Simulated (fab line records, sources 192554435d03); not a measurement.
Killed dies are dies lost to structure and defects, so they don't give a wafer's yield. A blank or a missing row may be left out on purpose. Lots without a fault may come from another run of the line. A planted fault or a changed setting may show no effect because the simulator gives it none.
A struck lot beside a sound one | flow n5_finfet | 17 steps out of a route of 1938
Sound: wafers L108.2, L108.4, L108.5. Struck: wafer L119.6. (L119.2, L119.5 of the same lot were not struck and are left out.) The cause comes at the end.
At each step with rows: each side's tool, then ch and its chambers, then its first start. Under that, the readings that differ: sound wafers | struck wafers | difference of the means | sigmas: that difference in standard deviations of wafers without a fault.
alike: readings whose means differ by less than 2 such deviations, and words and numbers that are the same on both sides. not compared: withheld readings, readings that some wafer has no value for, bounds like >300 that may hide the same value, and numbers for which the record gives no deviation and whose values overlap.
The two part at a step that has a row with sigmas, a row that says differs or no value, or rows on one side only. Numbers that don't overlap but have no deviation are shown without sigmas and don't part them. A reading that every wafer of one side lacks parts them only if that side has two wafers or more.

first, 4 steps without rows for these wafers: N5_BEOL_M8_HM_STRIP_39 (strips TiN in peroxide tin strip, target depth 25 nm, time 158 s); N5_BEOL_M8_SRD_40 (time 30 s); N5_BEOL_M8_PRECLEAN_42 (cleans in residue remover, time 60 s); N5_BEOL_M8_SRD_43 (time 30 s).
N5_BEOL_M8_CD_MEAS_35: target cd 40 nm.
  sound on cd_sem-02, day 9 17:44; struck on cd_sem-03, day 12 19:05
  alike: cd_nm
then, 1 step without rows for these wafers: N5_BEOL_M8_CURE_75 (cures SiCOH lowk, time 120 s).
N5_BEOL_M8_DEGAS_44: time 60 s.
  sound on pvd_sputter-03, day 9 19:20; struck on pvd_sputter-03, day 12 19:58
  alike: heater_power_w
then, 1 step without rows for these wafers: N5_BEOL_M8_PRE_CLEAN_45 (time 30 s).
N5_BEOL_M8_ALD_77: deposits TaN, target thk 2 nm, pulse time 2 s, purge time 3 s.
  sound on ald_metal-04 ch 0,2, day 9 19:26; struck on ald_metal-04 ch 1, day 12 20:04
  reading            | sound       | struck | difference | sigmas
  heater_power_w (W) | 375 406 399 | 435    | +42        | +2
N5_BEOL_M8_SURFACE_TREAT_79:
  sound on pvd_sputter-02, day 9 19:43; struck on pvd_sputter-02, day 12 20:25
  not compared: throttle_valve_pct
then, 1 step without rows for these wafers: N5_BEOL_M8_CVD_78 (deposits Co from CCTBA/H2, target thk 2 nm, time 142.3 s).
N5_BEOL_M8_SPUTTER_48: material Cu, target thk 10 nm, time 1.667 s.
  sound on pvd_sputter-02, day 9 20:10; struck on pvd_sputter-03, day 12 21:53
  alike: cathode_dc_power_W, chamber_pressure_pa, throttle_valve_pct
N5_BEOL_M8_ECD_50: material Cu, target thk 300 nm.
  sound on ecd_cu-01 ch 1, day 9 20:17; struck on ecd_cu-02 ch 0, day 12 22:00
  reading                                | sound             | struck | difference | sigmas
  model.Cu_of_BEOL_M8_ECD_50.thk_nm (nm) | 300.8 297.8 299.8 | 435.8  | +136.3     |
N5_BEOL_M8_ANNEAL_51: time 90 s.
  sound on rtp_anneal-01 ch 0, day 9 20:25; struck on rtp_anneal-02 ch 0, day 12 22:08
  alike: wafer_temp_C_max
N5_BEOL_M8_CMP_52: polishes, stops on SiCOH lowk, t overpolish 6.9 s, target thk 80 nm.
  sound on cmp-04 ch 0,1,2, day 9 20:40; struck on cmp-04 ch 2, day 12 22:23
  reading                | sound    | struck | difference | sigmas
  time_to_endpoint_s (s) | 70 70 66 | 92     | +23        | +6
  alike: motor_current_A
N5_BEOL_M8_THK_MEAS_53: measures by xrf.
  sound on film_metro-01, day 9 20:58; struck on film_metro-01, day 12 22:41
  alike: M8_THK
-- the record jumps here: 3 days lie between the struck wafers' starts before and after (it left off in module BEOL_M8 and takes up again in module PASSIVATION, whose first step shown is number 1936 of the route) --
N5_PASSIVATION_PROBE_49:
  the record has rows for the struck wafers here (prober-02, day 15 15:37) and none for the sound ones

WHERE THEY PART
First at N5_BEOL_M8_ALD_77; last, within this record, at N5_PASSIVATION_PROBE_49.

WHY: what the simulator had put in
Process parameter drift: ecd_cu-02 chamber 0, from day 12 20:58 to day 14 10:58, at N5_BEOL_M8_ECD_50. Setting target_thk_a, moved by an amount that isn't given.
